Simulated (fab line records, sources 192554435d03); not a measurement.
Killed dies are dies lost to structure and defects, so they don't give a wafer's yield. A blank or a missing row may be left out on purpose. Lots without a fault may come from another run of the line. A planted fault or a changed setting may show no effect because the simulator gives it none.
Chamber matching | flow n5_finfet | N5_BEOL_M8_STRIP_19 on rie_diel-05: 4 sister chambers
The step strips in O2. 4 wafers are shown with their chamber, then 7 later ones without.

WAFERS WITH THEIR CHAMBER
wafer  | chamber | drypump_motor_current_A (A)
L087.1 | 0       | 5.1
L089.4 | 2       | 5.8
L090.2 | 1       | 5.7
L090.3 | 3       | 5.9

WAFERS WITHOUT THEIR CHAMBER
wafer  | drypump_motor_current_A (A)
L090.6 | 5.1
L091.1 | 5.6
L091.2 | 5.8
L091.3 | 5.1
L095.2 | 5.8
L095.4 | 5.9
L095.5 | 5.7

WHICH CHAMBER EACH WENT THROUGH
wafer  | from the rows above | in truth
L090.6 | 0                   | 0
L091.1 | 1                   | 1
L091.2 | 2                   | 2
L091.3 | 0                   | 0
L095.2 | 2                   | 2
L095.4 | 3                   | 3
L095.5 | 1                   | 1
Placed correctly: 7 of 7. Can't be placed from these rows: 0. Placed wrongly: 0.
How it was worked out, from the rows above alone: a wafer's distance from a chamber is the root of the sum, over the readings, of the square of ((its reading less the chamber's mean) divided by the reading's scatter). The wafer belongs to the nearest chamber; if the next one is less than 2 further off, it can't be placed. A chamber's mean is the mean of its shown wafers. The scatter: with one shown wafer a chamber, the root of the mean of the squares of how far each hidden wafer lies from its nearest shown one.
